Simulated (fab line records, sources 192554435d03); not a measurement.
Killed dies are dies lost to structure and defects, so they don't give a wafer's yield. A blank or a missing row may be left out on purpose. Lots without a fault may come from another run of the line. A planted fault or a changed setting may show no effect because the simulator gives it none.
fab line records | flow n5_finfet
record lots=6 wafers=17 last_day=18
route steps=1938 shown HKMG_FIN@453 GATE_CUT@465 BEOL_M4@1111 PASSIVATION@1936
lots that met no fault: from a run of the same line without faults
start_h: hours from the record's first day to the start of the lot's first wafer shown | wait_h: hours since the lot's step before | " the same as in the row above | L1.1+2: a row that stands for several wafers | - no value, or no start given | * or withheld: withheld | < > ~ a bound
route shown NAME@n: a module of which the file shows steps, and the number in the route of the first | usual: mean/standard deviation of fault-free wafers | same: alike in all rows | chamber/n: place in a boat | sites: the reading at each site | _std_site: their standard deviation | _edge_site: outer sites' mean less inner sites' | radius_mm: how far each site lies from the wafer's centre | mask NAME#n: copy n | behind: the tool/chamber that last shaped the wafer | hold: why the lot was held/for how many hours/how that ended | device: the transistor (n, p or np) that didn't switch | end of line: the same wafers' tests at the end of the route | a step without rows: its recipe alone | killed: dies lost to structure and defects at the first sort, not the wafer's yield | map: a wafer's dies, x killed, . not, _ none there
set.NAME: the setting as run; set.NAME@STEP: as run at that earlier step | model.NAME: the simulator's own value behind a step, which no gauge read
lots at some steps of the route; a table a step, a row a wafer
services: from which hour (start_h, from the record's first day; less than 0 if before it) a tool's chamber was out of use, for how many hours, and why
## steps
# step N5_HKMG_FIN_WET_ETCH_73
# recipe chemistry=SC1 mix=1:2:40 temp_c=50 time_s=42.3 target_depth_nm=1.3 dry=ipa_marangoni rinse_time_s=30 rinse_temp_c=23
# step N5_HKMG_FIN_ETCHBACK_68
# recipe chemistry=Cl2/Ar stop_on=HfO2 target_depth_a=5 pressure_mtorr=10 icp_w=600 bias_w=60 Cl2_flow_sccm=40 Ar_flow_sccm=60
# usual bias_w=60.00/0.18 chamber_pressure_mTorr=10.000/0.0096 drypump_motor_current_A=5.62/0.26 oes_product_au=0.75/0.15 throttle_valve_pct=21.19/0.17
# columns lot.wafer tool chamber start_h wait_h bias_w chamber_pressure_mTorr drypump_motor_current_A oes_product_au rf_hours_counter_h throttle_valve_pct
L702.1 rie_metal-01 0 107.84 0.0 59.84 10.006 5.39 0.90 6 21.10
L702.2 " 1 " " 59.70 10.010 5.80 0.58 150 21.58
L702.5 " 0 " " 59.83 10.003 5.39 0.89 - 21.12
L707.1 rie_metal-03 1 139.02 0.0 59.94 9.996 5.42 0.75 40 20.96
L707.3 " 1 " " 60.22 10.000 5.45 0.75 - 20.96
L707.5 " 1 " " 60.31 9.995 5.41 0.74 - 20.96
L715.2 rie_metal-02 1 184.00 0.0 60.28 9.996 5.79 0.93 4 21.03
L715.5 " 0 " " 59.67 10.000 5.29 0.60 - 21.22
L715.6 " 1 " " 60.10 9.991 5.79 0.93 - 21.03
L716.2 rie_metal-01 1 194.67 0.0 60.01 9.997 5.84 0.93 5 21.44
L716.3 " 0 " " 59.96 9.988 5.39 0.85 - 21.14
L716.4 " 1 " " 59.75 10.005 5.84 0.93 - 21.43
L717.1 rie_metal-02 0 196.50 0.0 59.91 10.002 5.29 0.60 127 21.21
L717.2 " 1 " " 60.16 10.006 5.78 0.92 5 21.07
L717.4 " 1 " " 59.65 9.997 5.77 0.92 - 21.05
L718.1 rie_metal-01 1 202.68 0.0 60.07 9.991 5.87 0.93 6 21.43
L718.5 " 1 " " 59.71 9.997 5.90 0.93 - 21.45
# step N5_HKMG_FIN_STRIP_69
# recipe chemistry=N2/H2 power_w=2500 temp_c=300 h2_frac=0.65 time_s=360 pressure_mtorr=withheld n2_flow_sccm=1750 h2_flow_sccm=3250
# step N5_HKMG_FIN_ALD_21
# recipe material=TiN target_thk_a=15 temp_c=400 ald_precursor_family=TiCl4 ald_co_reactant=NH3 pulse_time_s=1 purge_time_s=3 co_reactant_purge_time_s=2 co_reactant_pulse_time_s=2 ald_cycles=68 pressure_torr=3
# usual heater_power_w=894/100 precursor_pulse_height_rel=1.000/0.02
# columns lot.wafer tool chamber start_h wait_h heater_power_w precursor_pulse_height_rel
L702.1 ald_metal-03 3 108.37 0.3 718 1.017
L702.2 " 1 " " 1046 1.025
L702.5 " 1 " " 1051 0.999
L707.1 ald_metal-02 3 139.54 0.3 906 0.991
L707.3 " 0 " " 887 0.975
L707.5 " 0 " " 850 0.973
L715.2 ald_metal-02 2 184.53 0.3 803 1.003
L715.5 " 1 " " 882 1.002
L715.6 " 2 " " 796 1.005
L716.2 ald_metal-04 2 195.24 0.3 748 1.013
L716.3 " 0 " " 1060 1.005
L716.4 " 1 " " 957 0.984
L717.1 ald_metal-04 3 197.03 0.3 834 1.014
L717.2 " 1 " " 1000 1.008
L717.4 " 2 " " 756 0.987
L718.1 ald_metal-03 0 203.25 0.3 888 1.007
L718.5 " 1 " " 1041 0.969
# step N5_HKMG_FIN_ALD_72
# recipe material=W target_thk_a=20 temp_c=300 pressure_torr=7.5 ald_precursor_family=WF6 ald_co_reactant=B2H6 pulse_time_s=1 purge_time_s=2 co_reactant_purge_time_s=2 co_reactant_pulse_time_s=3 ald_cycles=7
# step N5_HKMG_FIN_W_FILL_22
# recipe material=W target_thk_a=600 temp_c=400 pressure_torr=39.4 time_s=18.2
# step N5_HKMG_FIN_PRECLEAN_83
# recipe chemistry=DIW time_s=57.5 temp_c=23
# step N5_HKMG_FIN_SRD_84
# recipe dry_time_s=32 dry=n2_spin spin_rpm=1500
# step N5_HKMG_FIN_CMP_23
# recipe stop_on=SiNx t_overpolish_s=10 post_cmp_clean=rinse_only down_force_psi=4 platen_rpm=50.289 pad_velocity_m_s=1.0006 target_thk_nm=46.326
# usual head_pressure_psi=3.999/0.0084 motor_current_A=11.9/1.4 overpolish_run_s=10.000/0.0097 pad_life_wafers=1114/470 time_to_endpoint_s=12.3/2.9
# columns lot.wafer tool chamber start_h wait_h head_pressure_psi motor_current_A overpolish_run_s pad_life_wafers time_to_endpoint_s
L702.2 cmp-01 1 108.90 0.0 4.003 14.3 10.006 888 10.5
L702.1 " 0 " " 3.977 10.4 10.017 891 8.7
L702.5 " 1 " " 4.006 14.7 9.995 - 9.4
L707.3 cmp-04 0 140.08 0.0 4.007 12.0 10.007 2112 12.8
L707.1 " 3 " " 3.998 11.7 9.983 2115 11.2
L707.5 " 0 " " 4.011 12.6 10.012 - 12.6
L715.2 cmp-02 3 185.17 0.1 3.994 13.1 10.002 1009 16.3
L715.6 " 2 " " 3.990 12.4 9.998 - 15.0
L715.5 " 3 " " 4.002 13.0 10.013 - 14.3
L716.2 cmp-02 2 195.77 0.0 4.001 12.0 9.998 1098 13.4
L716.3 " 3 " " 4.007 13.5 10.003 1099 12.6
L716.4 " 1 " " 3.998 11.6 10.007 1101 14.3
L717.2 cmp-04 2 197.59 0.0 3.992 10.3 9.994 414 10.4
L717.4 " 3 " " 3.987 11.5 10.003 415 16.1
L717.1 " 0 " " 4.005 12.2 9.996 416 15.5
L718.1 cmp-02 0 204.02 0.3 4.003 12.0 10.017 1173 15.2
L718.5 " 2 " " 3.998 11.8 9.989 - 12.9
# step N5_HKMG_FIN_CMP_94
# recipe stop_on=SiNx post_cmp_clean=w_dilute_nh4oh t_overpolish_s=4.7 down_force_psi=4 platen_rpm=50.289 pad_velocity_m_s=1.0006 target_thk_nm=43.299
# step N5_HKMG_FIN_INSPECT_28
# recipe inspect_instrument=darkfield mode=post_cmp
# usual raw_defect_count=42/18
# columns lot.wafer tool chamber start_h wait_h raw_defect_count
L702.1 defect_inspect-01 - 109.62 0.0 84
L702.2 " - " " 50
L702.5 " - " " 59
L707.1 defect_inspect-02 - 140.79 0.0 43
L707.3 " - " " 33
L707.5 " - " " 35
L715.2 defect_inspect-02 - 185.80 0.0 65
L715.5 " - " " 42
L715.6 " - " " 56
L716.2 defect_inspect-01 - 196.49 0.0 49
L716.3 " - " " 37
L716.4 " - " " 26
L717.1 defect_inspect-01 - 198.30 0.0 40
L717.2 " - " " 61
L717.4 " - " " 36
L718.1 defect_inspect-01 - 204.49 0.0 42
L718.5 " - " " 62
# step N5_GATE_CUT_ETCHBACK_00
# recipe chemistry=SF6/Cl2 target=W pressure_mtorr=8 icp_w=900 bias_w=80 SF6_flow_sccm=40 Cl2_flow_sccm=60
# usual SF6_flow_sccm=40.00/0.12 bias_w=80.02/0.27 drypump_motor_current_A=5.62/0.25 oes_product_au=0.78/0.14 throttle_valve_pct=28.03/0.19
# columns lot.wafer tool chamber start_h wait_h SF6_flow_sccm bias_w drypump_motor_current_A oes_product_au rf_hours_counter_h throttle_valve_pct model.SiNx_of_SDB_ALD_29.thk_nm
L702.1 rie_metal-01 0 109.70 0.1 40.13 80.97 5.39 0.91 6 28.12 27.4
L702.2 " 1 " " 39.97 79.56 5.85 0.59 150 28.22 27
L702.5 " 0 " " 40.15 80.95 5.38 0.90 - 28.12 27.2
L707.1 rie_metal-03 1 140.82 0.0 40.04 79.86 5.45 0.76 41 27.85 27
L707.3 " 0 " " 40.06 79.99 5.97 0.62 - 27.99 27.2
L707.5 " 0 " " 39.97 80.32 6.00 0.63 - 28.00 27.2
L715.2 rie_metal-03 1 185.83 0.0 - - - - - - 28.4
L715.5 " 0 " " - - - - - - 28.4
L715.6 " 1 " " - - - - - - 28.4
L716.2 rie_metal-03 1 196.62 0.1 - - - - - - 28.2
L716.3 " 1 " " - - - - - - 28
L716.4 " 1 " " - - - - - - 28.4
L717.1 rie_metal-02 1 198.34 0.0 39.77 80.33 5.83 0.92 5 27.80 27
L717.2 " 0 " " 40.07 80.12 5.29 0.61 128 27.82 27.2
L717.4 " 1 " " 39.69 80.09 5.80 0.93 - 27.81 27
L718.1 rie_metal-01 0 204.52 0.0 39.88 80.31 5.39 0.85 15 28.13 27.2
L718.5 " 1 " " 39.99 79.98 5.82 0.93 - 28.34 27
# step N5_GATE_CUT_ETCH_56
# recipe chemistry=Cl2/Ar target=TiN target_depth_a=216 pressure_mtorr=10 icp_w=600 bias_w=60 Cl2_flow_sccm=40 Ar_flow_sccm=60
# usual drypump_motor_current_A=5.61/0.25 oes_product_au=0.78/0.14 throttle_valve_pct=21.20/0.19
# columns lot.wafer tool chamber start_h wait_h drypump_motor_current_A oes_product_au rf_hours_counter_h throttle_valve_pct
L702.1 rie_metal-01 0 109.82 0.1 5.39 0.91 6 21.07
L702.2 " 1 " " 5.89 0.59 150 21.55
L702.5 " 0 " " 5.39 0.91 - 21.09
L707.1 rie_metal-03 1 140.94 0.1 5.47 0.76 41 20.96
L707.3 " 0 " " 5.98 0.63 - 21.39
L707.5 " 0 " " 5.95 0.62 - 21.39
L715.2 rie_metal-03 1 185.95 0.1 5.45 0.74 45 20.98
L715.5 " 0 " " 5.99 0.60 - 21.41
L715.6 " 1 " " 5.46 0.74 - 20.98
L716.2 rie_metal-03 1 196.85 0.2 5.47 0.75 - 20.97
L716.3 " 1 " " 5.50 0.75 - 20.98
L716.4 " 1 " " 5.47 0.74 - 20.98
L717.1 rie_metal-02 1 198.46 0.1 5.77 0.95 5 21.00
L717.2 " 0 " " 5.28 0.60 128 21.20
L717.4 " 1 " " 5.81 0.94 - 21.01
L718.1 rie_metal-01 0 204.68 0.1 5.40 0.87 15 21.09
L718.5 " 1 " " 5.82 0.95 - 21.43
# step N5_GATE_CUT_ETCHBACK_30
# recipe chemistry=Cl2/Ar target=TiN target_depth_a=30 mode=isotropic pressure_mtorr=10 icp_w=600 bias_w=60 Cl2_flow_sccm=40 Ar_flow_sccm=60
# usual bias_w=59.97/0.2 chamber_pressure_mTorr=9.999/0.0096 drypump_motor_current_A=5.61/0.25 oes_product_au=0.78/0.15 throttle_valve_pct=21.19/0.19
# columns lot.wafer tool chamber start_h wait_h bias_w chamber_pressure_mTorr drypump_motor_current_A oes_product_au rf_hours_counter_h throttle_valve_pct
L702.1 rie_metal-01 0 109.91 0.1 60.11 10.001 5.38 0.91 6 21.11
L702.2 " 1 " " 59.78 9.996 5.85 0.59 150 21.55
L702.5 " 0 " " 60.13 10.008 5.40 0.91 - 21.09
L707.1 rie_metal-03 1 141.03 0.1 60.27 10.003 5.48 0.75 41 20.96
L707.3 " 0 " " 60.21 10.003 5.95 0.62 - 21.38
L707.5 " 0 " " 59.75 9.984 5.98 0.62 - 21.37
L715.2 rie_metal-03 1 186.04 0.1 60.15 10.003 5.49 0.74 45 20.99
L715.5 " 0 " " 60.16 10.003 5.97 0.60 - 21.41
L715.6 " 1 " " 59.94 9.993 5.47 0.74 - 20.97
L716.2 rie_metal-03 1 197.01 0.1 59.98 10.006 5.50 0.74 - 20.96
L716.3 " 1 " " 59.73 10.005 5.49 0.74 - 20.97
L716.4 " 1 " " 59.74 10.008 5.47 0.73 - 20.98
L717.1 rie_metal-02 1 198.55 0.1 60.04 9.988 5.78 0.94 5 21.02
L717.2 " 0 " " 60.51 9.991 5.29 0.60 128 21.22
L717.4 " 1 " " 59.81 10.004 5.82 0.94 - 21.02
L718.1 rie_metal-01 0 204.77 0.1 59.85 9.990 5.39 0.87 15 21.11
L718.5 " 1 " " 59.80 10.007 5.88 0.94 - 21.42
# step N5_GATE_CUT_VAPOR_ETCH_60
# recipe chemistry=BCl3/Cl2 target=HfO2 mode=isotropic
# step N5_GATE_CUT_ETCH_58
# recipe chemistry=CH3F/O2 target=SiNx target_depth_a=170 time_s=128.6 ion_energy_ev=50 pressure_mtorr=30 source_w=415 bias_w=21 Ar_flow_sccm=150 CH3F_flow_sccm=30 O2_flow_sccm=20
# usual CH3F_flow_sccm=30.00/0.092 drypump_motor_current_A=6.0/0.38 oes_product_au=0.77/0.09 rf_vpp_V=99.1/0.85 showerhead_plenum_p_Torr=1.99/0.06 throttle_valve_pct=16.31/0.22
# columns lot.wafer tool chamber start_h wait_h CH3F_flow_sccm drypump_motor_current_A oes_product_au rf_hours_counter_h rf_vpp_V showerhead_plenum_p_Torr throttle_valve_pct model.SiNx_of_SDB_ALD_29.thk_nm
L702.1 rie_diel-02 3 109.99 0.0 30.03 5.8 0.76 162 99.5 1.91 16.06 24.6
L702.2 " 1 " " 29.87 5.7 0.75 135 99.2 1.93 16.71 24.4
L702.5 " 3 " " 30.03 5.8 0.77 - 100.1 1.91 16.07 24.6
L707.1 rie_diel-01 1 141.11 0.0 30.04 6.0 0.92 16 100.7 1.96 16.26 24.4
L707.3 " 0 " " 29.91 6.2 0.68 249 98.5 2.05 16.53 24.8
L707.5 " 0 " " 29.98 6.2 0.68 - 99.6 2.05 16.50 24.8
L715.2 rie_diel-02 3 186.18 0.1 30.17 5.8 0.75 182 97.8 1.90 16.11 25.6
L715.5 " 0 " " 30.12 6.7 0.88 - 100.6 2.04 15.96 25.6
L715.6 " 1 " " 30.01 5.7 0.73 - 98.5 1.92 16.76 25.8
L716.2 rie_diel-03 3 197.14 0.1 30.15 6.4 0.69 210 99.2 2.05 16.32 25.4
L716.3 " 1 " " 30.16 5.9 0.95 12 100.9 1.96 16.08 25.2
L716.4 " 0 " " 30.08 5.2 0.78 115 97.9 2.00 16.17 25.8
L717.1 rie_diel-02 1 198.65 0.1 30.08 5.7 0.73 164 98.2 1.92 16.77 24.4
L717.2 " 0 " " 29.98 6.6 0.88 57 98.3 2.04 15.97 24.4
L717.4 " 2 " " 29.94 5.7 0.67 248 98.5 1.88 16.69 24.4
L718.1 rie_diel-01 3 204.91 0.1 29.89 5.9 0.70 211 99.0 1.99 16.45 24.6
L718.5 " 2 " " 30.03 6.0 0.72 - 100.2 2.07 16.49 24.2
# step N5_GATE_CUT_STRIP_59
# recipe chemistry=N2/H2 time_s=20 power_w=100 temp_c=40 pressure_mtorr=100 rf_frequency_hz=6e+07 bias_power_w=3 n2_flow_sccm=300 h2_flow_sccm=300
# step N5_BEOL_M4_RC_MEAS_101
# usual DIBL_N=36.1/2 DIBL_P=36.3/2.5 IOFF_N=0.16/0.037 IOFF_P=0.21/0.039 ION_N=678/15 ION_P=465/8.7 SS_N=71.4/0.7 SS_P=73.3/0.74 VT_N=249/3.6 VT_P=-250.0/2.9
# columns lot.wafer tool chamber start_h wait_h DIBL_N[mV/V] DIBL_P[mV/V] IOFF_N[nA/um] IOFF_P[nA/um] ION_N[uA/um] ION_P[uA/um] SS_N[mV/dec] SS_P[mV/dec] VT_N[mV] VT_P[mV]
L702.1 prober-02 0 197.80 0.0 33.9 35.8 0.13 0.19 665 464 71.0 72.8 254 -252.9
L702.2 " 0 " " 36.1 37.4 0.16 0.20 682 467 71.2 73.4 251 -253.5
L702.5 " 0 " " 33.3 34.6 0.12 0.18 668 462 70.1 73.2 255 -254.2
L707.1 prober-02 0 238.76 0.0 38.3 37.1 0.21 0.25 692 466 72.3 74.3 245 -248.0
L707.3 " 0 " " 36.3 35.6 0.16 0.21 692 472 72.3 73.4 250 -250.9
L707.5 " 0 " " 38.0 38.4 0.20 0.27 717 484 72.4 74.0 246 -247.1
L718.1 prober-02 0 306.06 0.0 36.8 38.6 0.19 0.22 713 477 71.3 74.0 245 -247.3
L718.5 " 0 " " 36.4 38.1 0.18 0.21 700 469 70.8 73.5 247 -251.2
L717.1 prober-02 0 318.63 0.0 37.6 38.3 0.21 0.28 701 476 71.8 74.5 244 -245.1
L717.2 " 0 " " 37.0 35.8 0.17 0.23 676 458 71.6 73.8 248 -251.4
L717.4 " 0 " " 37.3 36.7 0.19 0.25 683 461 71.7 73.7 244 -249.8
# step N5_PASSIVATION_PROBE_49
# usual defect_limited_yield=91.1/1.3 killed_at_M0_to_M3=32/9.7 killed_at_M4_up=16/6 killed_at_contacts=12/5.9 killed_at_front_end=41/11 killed_at_other=4/3.1 killed_dies=104/16 killed_on_rim=14/4 killed_open=68/12 killed_short=34/7.4 sort_bin_5_function=5.1/0.85 sort_bin_6_memory=3.3/0.66 sort_n_pass=1075/16 sort_yield_pct=91.1/1.4
# same gross_dies=1180 killed_at_back_side=0 sort_bin_4_leakage[%]=0 sort_bin_8_speed[%]=0
# columns lot.wafer tool chamber start_h wait_h defect_limited_yield[%] killed_at_M0_to_M3 killed_at_M4_up killed_at_contacts killed_at_front_end killed_at_other killed_dies killed_on_rim killed_open killed_short sort_bin_5_function[%] sort_bin_6_memory[%] sort_n_pass sort_yield_pct[%]
L707.3 prober-02 - 347.02 0.1 93.5 23 13 9 27 5 77 10 47 26 3.6 2.8 1103 93.5
L715.2 prober-01 - 412.99 0.1 0 28 11 20 1117 4 1180 152 71 26 97.0 2.8 0 0
L715.5 prober-01 - 413.14 0.2 0 31 9 11 1127 2 1180 152 57 34 97.3 2.5 0 0
L715.6 prober-01 - 413.19 0.3 0 31 10 5 1130 4 1180 152 51 30 97.8 1.9 0 0
L716.2 prober-01 - 425.34 0.1 0 24 9 16 1129 2 1180 152 89 35 94.9 4.8 0 0
L716.3 prober-01 - 425.39 0.1 0 30 12 17 1116 5 1180 152 72 41 96.4 3.5 0 0
L716.4 prober-01 - 425.44 0.2 0 32 28 5 1112 3 1180 152 94 34 95.7 4.0 0 0
L717.1 prober-02 - 425.63 0.0 91.4 38 6 14 38 5 101 8 59 32 5.0 2.9 1079 91.4
L717.2 prober-02 - 425.68 0.1 91.9 23 7 17 45 4 96 12 64 32 4.8 3.0 1084 91.9
L717.4 prober-02 - 425.78 0.2 91.6 35 11 20 30 3 99 16 65 34 4.4 3.8 1081 91.6
# killed by level:class
L707.3 BEOL_M1:geometric_particle:open=7 FIN_SAQP:geometric_particle:open=6 MOL_CONTACT_COAG:geometric_particle:open=6 BEOL_M0_SAQP:geometric_particle:open=4 BEOL_M2:geometric_particle:open=4 BEOL_M3:geometric_particle:open=3 STI_FIN_REVEAL:geometric_particle:open=3 STI_FIN_REVEAL:geometric_particle:short=3
L715.2 GATE_CUT:area_etchback=1083 MOL_CONTACT_COAG:geometric_particle:open=20 FIN_SAQP:geometric_particle:open=8 FIN_SAQP:geometric_particle:short=6 STI_FIN_REVEAL:geometric_particle:open=5 BEOL_M0_SAQP:geometric_particle:short=5 BEOL_M0_SAQP:geometric_particle:open=5 BEOL_M0:geometric_particle:open=5
L715.5 GATE_CUT:area_etchback=1089 BEOL_M0_SAQP:geometric_particle:open=12 STI_FIN_REVEAL:geometric_particle:open=8 MOL_CONTACT_COAG:geometric_particle:open=8 BEOL_M0_SAQP:geometric_particle:short=7 BEOL_M3:geometric_particle:open=6 ILD0:geometric_particle:short=5 FIN_CUT:geometric_particle:short=4
L715.6 GATE_CUT:area_etchback=1098 BEOL_M3:geometric_particle:open=13 STI_FIN_REVEAL:geometric_particle:open=6 ILD0:geometric_particle:short=5 MOL_CONTACT_COAG:geometric_particle:open=5 FIN_SAQP:geometric_particle:short=4 BEOL_M0_SAQP:geometric_particle:short=4 FIN_SAQP:geometric_particle:open=3
L716.2 GATE_CUT:area_etchback=1054 FIN_SAQP:geometric_particle:open=22 STI_FIN_REVEAL:geometric_particle:open=17 MOL_CONTACT_COAG:geometric_particle:open=11 BEOL_M0_SAQP:geometric_particle:short=7 FIN_SAQP:geometric_particle:short=6 BEOL_M0_SAQP:geometric_particle:open=6 DUMMY_GATE:geometric_particle:open=5
L716.3 GATE_CUT:area_etchback=1066 MOL_CONTACT_COAG:geometric_particle:open=16 FIN_SAQP:geometric_particle:short=15 BEOL_M0_SAQP:geometric_particle:short=12 FIN_SAQP:geometric_particle:open=9 DUMMY_GATE:geometric_particle:open=7 BEOL_M4:geometric_particle:open=6 STI_FIN_REVEAL:geometric_particle:open=5
L716.4 GATE_CUT:area_etchback=1049 BEOL_M4:geometric_particle:open=18 FIN_SAQP:geometric_particle:open=16 DUMMY_GATE:geometric_particle:open=13 BEOL_M0_SAQP:geometric_particle:open=13 STI_FIN_REVEAL:geometric_particle:open=12 FIN_SAQP:geometric_particle:short=9 BEOL_M0_SAQP:geometric_particle:short=7
L717.1 BEOL_M0_SAQP:geometric_particle:short=13 MOL_CONTACT_COAG:geometric_particle:open=12 BEOL_M0_SAQP:geometric_particle:open=11 FIN_SAQP:geometric_particle:open=7 HKMG_FIN:area_etch=7 BEOL_M3:geometric_particle:open=4 FIN_SAQP:geometric_particle:short=3 DUMMY_GATE:geometric_particle:open=3
L717.2 MOL_CONTACT_COAG:geometric_particle:open=14 FIN_SAQP:geometric_particle:open=8 DUMMY_GATE:geometric_particle:open=7 GATE_CUT:geometric_particle:open=5 BEOL_M2:geometric_particle:open=5 BEOL_M3:geometric_particle:open=5 FIN_SAQP:geometric_particle:short=4 DUMMY_GATE:geometric_particle:short=4
L717.4 MOL_CONTACT_COAG:geometric_particle:open=14 BEOL_M1:geometric_particle:open=7 MOL_CONTACT_COAG:geometric_particle:short=6 BEOL_M2:geometric_particle:open=6 BEOL_M8:geometric_particle:open=6 BEOL_M0_SAQP:geometric_particle:short=5 GATE_CUT:geometric_particle:short=5 BEOL_M0_SAQP:geometric_particle:open=5
# map L715.2 (x killed, . not)
_________________xxxxxxxxxxxx________________
______________xxxxxxxxxxxxxxxxxx_____________
___________xxxxxxxxxxxxxxxxxxxxxxxx__________
__________xxxxxxxxxxxxxxxxxxxxxxxxxx_________
________xxxxxxxxxxxxxxxxxxxxxxxxxxxxxx_______
_______xxxxxxxxxxxxxxxxxxxxxxxxxxxxxxxx______
______xxxxxxxxxxxxxxxxxxxxxxxxxxxxxxxxxx_____
_____xxxxxxxxxxxxxxxxxxxxxxxxxxxxxxxxxxxx____
____xxxxxxxxxxxxxxxxxxxxxxxxxxxxxxxxxxxxxx___
___xxxxxxxxxxxxxxxxxxxxxxxxxxxxxxxxxxxxxxxx__
___xxxxxxxxxxxxxxxxxxxxxxxxxxxxxxxxxxxxxxxx__
__xxxxxxxxxxxxxxxxxxxxxxxxxxxxxxxxxxxxxxxxxx_
__xxxxxxxxxxxxxxxxxxxxxxxxxxxxxxxxxxxxxxxxxx_
_xxxxxxxxxxxxxxxxxxxxxxxxxxxxxxxxxxxxxxxxxxxx
_xxxxxxxxxxxxxxxxxxxxxxxxxxxxxxxxxxxxxxxxxxxx
_xxxxxxxxxxxxxxxxxxxxxxxxxxxxxxxxxxxxxxxxxxxx
_xxxxxxxxxxxxxxxxxxxxxxxxxxxxxxxxxxxxxxxxxxxx
_xxxxxxxxxxxxxxxxxxxxxxxxxxxxxxxxxxxxxxxxxxxx
_xxxxxxxxxxxxxxxxxxxxxxxxxxxxxxxxxxxxxxxxxxxx
_xxxxxxxxxxxxxxxxxxxxxxxxxxxxxxxxxxxxxxxxxxxx
_xxxxxxxxxxxxxxxxxxxxxxxxxxxxxxxxxxxxxxxxxxxx
__xxxxxxxxxxxxxxxxxxxxxxxxxxxxxxxxxxxxxxxxxx_
__xxxxxxxxxxxxxxxxxxxxxxxxxxxxxxxxxxxxxxxxxx_
___xxxxxxxxxxxxxxxxxxxxxxxxxxxxxxxxxxxxxxxx__
___xxxxxxxxxxxxxxxxxxxxxxxxxxxxxxxxxxxxxxxx__
____xxxxxxxxxxxxxxxxxxxxxxxxxxxxxxxxxxxxxx___
_____xxxxxxxxxxxxxxxxxxxxxxxxxxxxxxxxxxxx____
______xxxxxxxxxxxxxxxxxxxxxxxxxxxxxxxxxx_____
_______xxxxxxxxxxxxxxxxxxxxxxxxxxxxxxxx______
________xxxxxxxxxxxxxxxxxxxxxxxxxxxxxx_______
__________xxxxxxxxxxxxxxxxxxxxxxxxxx_________
___________xxxxxxxxxxxxxxxxxxxxxxxx__________
______________xxxxxxxxxxxxxxxxxx_____________
_________________xxxxxxxxxxxx________________
# map L716.2 (x killed, . not)
_________________xxxxxxxxxxxx________________
______________xxxxxxxxxxxxxxxxxx_____________
___________xxxxxxxxxxxxxxxxxxxxxxxx__________
__________xxxxxxxxxxxxxxxxxxxxxxxxxx_________
________xxxxxxxxxxxxxxxxxxxxxxxxxxxxxx_______
_______xxxxxxxxxxxxxxxxxxxxxxxxxxxxxxxx______
______xxxxxxxxxxxxxxxxxxxxxxxxxxxxxxxxxx_____
_____xxxxxxxxxxxxxxxxxxxxxxxxxxxxxxxxxxxx____
____xxxxxxxxxxxxxxxxxxxxxxxxxxxxxxxxxxxxxx___
___xxxxxxxxxxxxxxxxxxxxxxxxxxxxxxxxxxxxxxxx__
___xxxxxxxxxxxxxxxxxxxxxxxxxxxxxxxxxxxxxxxx__
__xxxxxxxxxxxxxxxxxxxxxxxxxxxxxxxxxxxxxxxxxx_
__xxxxxxxxxxxxxxxxxxxxxxxxxxxxxxxxxxxxxxxxxx_
_xxxxxxxxxxxxxxxxxxxxxxxxxxxxxxxxxxxxxxxxxxxx
_xxxxxxxxxxxxxxxxxxxxxxxxxxxxxxxxxxxxxxxxxxxx
_xxxxxxxxxxxxxxxxxxxxxxxxxxxxxxxxxxxxxxxxxxxx
_xxxxxxxxxxxxxxxxxxxxxxxxxxxxxxxxxxxxxxxxxxxx
_xxxxxxxxxxxxxxxxxxxxxxxxxxxxxxxxxxxxxxxxxxxx
_xxxxxxxxxxxxxxxxxxxxxxxxxxxxxxxxxxxxxxxxxxxx
_xxxxxxxxxxxxxxxxxxxxxxxxxxxxxxxxxxxxxxxxxxxx
_xxxxxxxxxxxxxxxxxxxxxxxxxxxxxxxxxxxxxxxxxxxx
__xxxxxxxxxxxxxxxxxxxxxxxxxxxxxxxxxxxxxxxxxx_
__xxxxxxxxxxxxxxxxxxxxxxxxxxxxxxxxxxxxxxxxxx_
___xxxxxxxxxxxxxxxxxxxxxxxxxxxxxxxxxxxxxxxx__
___xxxxxxxxxxxxxxxxxxxxxxxxxxxxxxxxxxxxxxxx__
____xxxxxxxxxxxxxxxxxxxxxxxxxxxxxxxxxxxxxx___
_____xxxxxxxxxxxxxxxxxxxxxxxxxxxxxxxxxxxx____
______xxxxxxxxxxxxxxxxxxxxxxxxxxxxxxxxxx_____
_______xxxxxxxxxxxxxxxxxxxxxxxxxxxxxxxx______
________xxxxxxxxxxxxxxxxxxxxxxxxxxxxxx_______
__________xxxxxxxxxxxxxxxxxxxxxxxxxx_________
___________xxxxxxxxxxxxxxxxxxxxxxxx__________
______________xxxxxxxxxxxxxxxxxx_____________
_________________xxxxxxxxxxxx________________
## services
# columns tool chamber start_h hours kind
ald_metal-02 2 84.62 7.1 repair
rie_metal-01 1 111.38 - clean
rie_metal-01 1 111.38 16.4 scheduled_down
rie_metal-01 1 111.38 16.4 vent_cycle
rie_diel-02 2 114.71 9.7 repair
rie_metal-03 - 119.00 2.8 pm
rie_metal-02 1 127.65 - clean
rie_metal-02 1 127.65 19.8 scheduled_down
ald_metal-03 - 129.05 2.8 pm
cmp-04 - 140.74 4.0 pm
ald_metal-04 - 143.52 6.0 pm
cmp-01 - 147.27 0.3 repair
ald_metal-02 1 151.25 1.7 repair
ald_metal-02 - 151.83 8.7 pm
cmp-01 - 151.92 1.6 repair
cmp-02 - 155.54 2.0 repair
rie_metal-01 - 158.39 2.1 repair
rie_diel-02 3 159.82 13.2 repair
cmp-02 - 163.44 3.8 pm
cmp-04 - 171.47 3.7 pm
ald_metal-02 - 178.46 6.0 pm
rie_diel-01 - 185.38 2.8 pm
rie_metal-03 0 188.68 12.9 repair
rie_diel-01 1 203.57 9.8 repair
## key
first_sign step=N5_GATE_CUT_ETCHBACK_00 reading=tool_record direction=missing
effect step=N5_PASSIVATION_PROBE_49 reading=sort_bin_5_function direction=up sigmas=99+ usual=5.1 struck=96.5
model_effect step=N5_GATE_CUT_ETCHBACK_00 value=SiNx_of_SDB_ALD_29.thk_nm without=27.3 struck=28.3
model_effect step=N5_GATE_CUT_ETCH_58 value=SiNx_of_SDB_ALD_29.thk_nm without=24.67 struck=25.57
more_kills_born_at N5_GATE_CUT_ETCHBACK_00@rie_metal-03=6439
met_at N5_GATE_CUT_ETCHBACK_00
struck_wafers L715.2,L715.5,L715.6,L716.2,L716.3,L716.4
later_rows_left_out L715.2,L715.5,L715.6,L716.2,L716.3,L716.4
onset_between 140.82 185.83
fault kind=skipped_step_whole tool=rie_metal-03 chamber=- onset_h=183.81 steps=N5_GATE_CUT_ETCHBACK_00 scope=struck_lots_only
# later_rows_left_out: the simulator's readings of these wafers behind a module that went badly wrong aren't trusted and aren't shown, but for the sort
